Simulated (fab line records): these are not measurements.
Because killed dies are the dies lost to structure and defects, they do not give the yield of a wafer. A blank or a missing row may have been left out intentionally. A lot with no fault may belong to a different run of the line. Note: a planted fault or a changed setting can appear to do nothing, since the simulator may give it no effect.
Chamber matching | flow n5Finfet | rieDiel-05 running N5_BEOL_M2_STRIP_19: 4 sister chambers
The step strips in O2. 4 wafers are shown with their chamber, then 11 later ones without.

EACH WAFER AND ITS CHAMBER
wafer  | chamber | showerheadPlenumPTorr (Torr)
L082.5 | 0       | 2.08
L090.1 | 1       | 2.08
L090.3 | 3       | 2.05
L091.1 | 2       | 2.17

WAFERS WITHOUT THEIR CHAMBER
wafer  | showerheadPlenumPTorr (Torr)
L091.2 | 2.07
L091.6 | 2.08
L093.2 | 2.04
L093.5 | 2.07
L093.6 | 2.17
L094.3 | 2.07
L094.4 | 2.07
L094.5 | 2.07
L096.1 | 2.04
L096.2 | 2.07
L096.5 | 2.07

EACH ONE'S CHAMBER
wafer  | from the rows above          | in truth
L091.2 | can't be placed: 0 or 1 or 3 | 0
L091.6 | can't be placed: 0 or 1      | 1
L093.2 | 3                            | 3
L093.5 | can't be placed: 0 or 1 or 3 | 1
L093.6 | 2                            | 2
L094.3 | can't be placed: 0 or 1 or 3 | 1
L094.4 | can't be placed: 0 or 1 or 3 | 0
L094.5 | can't be placed: 0 or 1 or 3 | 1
L096.1 | 3                            | 3
L096.2 | can't be placed: 0 or 1 or 3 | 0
L096.5 | can't be placed: 0 or 1 or 3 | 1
Correct placement for 3 of the 11. Can't be placed from these rows: 8 (the true chamber is among the candidates in 8). 0 placed wrongly.
How it was worked out, from the rows above alone: a wafer's distance from a chamber is the root of the sum, over the readings, of the square of ((its reading less the chamber's mean) divided by the reading's scatter). The wafer belongs to the nearest chamber; if the next one is less than 2 further off, it can't be placed. Each chamber's mean is taken over the wafers shown for it. The scatter (one wafer shown for each chamber): square how far every hidden wafer sits from the nearest shown wafer, average those squares and take the square root.
